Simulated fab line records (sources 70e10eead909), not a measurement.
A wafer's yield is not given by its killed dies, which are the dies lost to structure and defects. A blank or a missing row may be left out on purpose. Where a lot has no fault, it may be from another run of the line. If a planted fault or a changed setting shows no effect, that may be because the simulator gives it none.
Chamber matching | flow nandHarc | NHARC_THIN_TSV_CMP_21 on cmp-02 has 4 sister chambers
The step polishes, t overpolish 30 s, target thk 2000 nm. 8 wafers are shown with their chamber, then 8 later ones without.

## WAFERS PAIRED WITH THEIR CHAMBERS
wafer  | chamber | motorCurrentA (A) | overpolishRunS (s)
L954.5 | 3       | 11.3              | 29.995
L955.5 | 0       | 10.0              | 29.998
L950.4 | 0       | 10.6              | 29.995
L950.6 | 1       | 11.3              | 30.015
L960.3 | 2       | 13.0              | 30.004
L960.4 | 3       | 11.0              | 30.000
L960.5 | 2       | 13.5              | 29.984
L964.2 | 1       | 11.2              | 30.009

## WAFERS WITHOUT THEIR CHAMBER
wafer  | motorCurrentA (A) | overpolishRunS (s)
L964.5 | 10.9              | 30.004
L964.6 | 10.3              | 29.986
L970.3 | 13.8              | 30.005
L970.4 | 10.5              | 29.999
L970.5 | 11.1              | 30.007
L972.3 | 13.3              | 29.998
L972.5 | 10.9              | 29.992
L972.6 | 9.5               | 30.011

## EACH ONE'S CHAMBER
wafer  | from the rows above          | in truth
L964.5 | can't be placed: 3 or 1 or 0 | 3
L964.6 | can't be placed: 0 or 3      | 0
L970.3 | 2                            | 2
L970.4 | can't be placed: 0 or 3      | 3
L970.5 | can't be placed: 1 or 3      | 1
L972.3 | 2                            | 2
L972.5 | can't be placed: 3 or 0 or 1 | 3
L972.6 | 0                            | 0
Placed correctly: 3 of 8. Cannot be placed on the basis of these rows: 5; the candidates contain the true chamber in 5. Number placed wrongly: 0.
How it was worked out, from the rows above alone: a wafer's distance from a chamber is the root of the sum, over the readings, of the square of ((its reading less the chamber's mean) divided by the reading's scatter). The wafer belongs to the nearest chamber; if the next one is less than 2 further off, it can't be placed. A chamber's mean is the mean of its shown wafers. How the scatter is found: for the shown wafers, subtract from each reading the mean of its chamber, square and add these, divide the total by (wafers less chambers), then take the root.
